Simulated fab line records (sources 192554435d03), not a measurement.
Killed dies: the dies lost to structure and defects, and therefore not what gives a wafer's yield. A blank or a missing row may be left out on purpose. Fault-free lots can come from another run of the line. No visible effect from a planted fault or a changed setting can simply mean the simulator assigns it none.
Which tool did it?    flow n5_finfet    7 lots with 19 wafers sampled at 3 steps, on a route of 1938 steps

== WHAT THE GAUGES SHOWED, per wafer ==
N5_BEOL_M6_CD_MEAS_11 targets a cd of 38.5 nm.
lot   measured      on         cd_nm (nm)
L616  day 9 23:20   cd_sem-02  39.0 38.2 39.2
L618  day 10 06:17  cd_sem-02  35.6 35.8 35.5
L621  day 11 10:34  cd_sem-01  36.4 36.7 36.7
L622  day 11 15:38  cd_sem-01  39.2 39.3 39.1
L630  day 13 11:56  cd_sem-02  38.7 38.6
L633  day 14 05:52  cd_sem-01  37.9 38.4
L635  day 14 13:35  cd_sem-01  38.6 39.2 38.6

== WHAT TOOL EACH LOT RAN ON (gives the tool, then ch and the chambers of the sampled wafers, and finally the start) ==
lot   N5_BEOL_M5_CO_CAP_78              N5_BEOL_M6_EXPOSE_08
L616  cvd_co-01 ch 0,2, day 9 21:38     arfi_scanner-01 ch 0, day 9 23:12
L618  cvd_co-01 ch 1,2, day 10 03:29    arfi_scanner-01 ch 0, day 10 06:10
L621  cvd_co-02 ch 0,1,2, day 11 07:04  arfi_scanner-01 ch 0, day 11 10:27
L622  cvd_co-01 ch 0,1,2, day 11 12:41  arfi_scanner-03 ch 0, day 11 15:31
L630  cvd_co-02 ch 1, day 13 09:01      arfi_scanner-02 ch 0, day 13 11:49
L633  cvd_co-02 ch 0,1, day 14 04:08    arfi_scanner-03 ch 0, day 14 05:45
L635  cvd_co-02 ch 0,1,2, day 14 11:34  arfi_scanner-03 ch 0, day 14 13:28
- N5_BEOL_M5_CO_CAP_78: material Co, precursor CCTBA/H2, target thk 2 nm, time 102.1 s.
- N5_BEOL_M6_EXPOSE_08: exposes mask M6.

== THE ANSWER, worked out from the rows above alone ==
Rule: the lots themselves supply what counts as usual. Put in order of their means at a reading, lots are off if they are a third of the lots or fewer, leave a main group of 4 or more, and stand apart from it by a gap of 3 or more times the standard deviation of the main group's means; of several such gaps the widest counts. Not used: any main group whose means are identical at the precision the tables above print for the reading. Also off: a lot with no number at a reading for which 4 or more lots have one. The other lots that the step has rows for count as sound.
Off, at N5_BEOL_M6_CD_MEAS_11 on cd_nm: L618, L621. The main group: mean 38.7 nm, standard deviation 0.34.
A tool fits if, at a process step before that reading, it ran every lot that is off, and no sound lot after the first of them. Gauges at N5_BEOL_M6_CD_MEAS_11: tried the same way as those tools. One fits: N5_BEOL_M6_EXPOSE_08 on arfi_scanner-01. Its last sound lot is L616 (day 9 23:12), its first lot that is off L618 (day 10 06:10): a fault that began between those two fits.

== WHAT HAD BEEN PUT IN BY THE SIMULATOR ==
Drift in process parameters on arfi_scanner-01 at N5_BEOL_M6_EXPOSE_08, starting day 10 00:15. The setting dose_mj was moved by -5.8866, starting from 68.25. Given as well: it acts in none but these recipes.
Shown lots that were struck: L618, L621. This agrees with what the rule above found.
